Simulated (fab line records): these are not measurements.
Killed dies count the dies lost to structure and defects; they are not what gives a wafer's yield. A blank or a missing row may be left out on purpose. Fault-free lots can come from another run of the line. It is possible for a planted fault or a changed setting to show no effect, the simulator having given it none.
Chamber matching ; flow n5-finfet ; 3 sister chambers for N5_BEOL_M15_ILD_DEP_00 on pecvd-03
The step deposits SiO2 from TEOS/O2, target thk 1629.3 nm, time 346.1 s. 6 wafers are shown with their chamber, then 7 later ones without.

## EACH WAFER AND ITS CHAMBER
wafer;chamber;throttle-valve-pct (%);heater-power-w (W)
L077.4;2;16.9;628
L083.6;0;19.8;492
L085.2;2;17.1;634
L085.6;1;17.9;764
L089.1;1;18.3;638
L089.4;0;19.9;501

## WAFERS WITH NO CHAMBER GIVEN
wafer;throttle-valve-pct (%);heater-power-w (W)
L089.6;17.1;482
L093.1;19.8;451
L093.2;17.3;604
L093.4;19.8;506
L095.2;19.7;505
L095.4;18.1;762
L095.6;17.4;491

## WHICH CHAMBER EACH ONE RAN IN
wafer;from the rows above;in truth
L089.6;2;2
L093.1;0;0
L093.2;2;2
L093.4;0;0
L095.2;0;0
L095.4;1;1
L095.6;2;2
Correct placement for 7 of the 7. Can't be placed from these rows: 0. Wrongly placed: 0.
How it was worked out, from the rows above alone: a wafer's distance from a chamber is the root of the sum, over the readings, of the square of ((its reading less the chamber's mean) divided by the reading's scatter). If the next closest chamber is less than 2 further off than the closest, the wafer can't be placed; otherwise it belongs to the closest. For every chamber, the mean is computed from those of its wafers that are shown. The scatter: take each reading less its chamber's mean, square it, sum over the shown wafers, divide by the number of wafers less the number of chambers, and take the root.
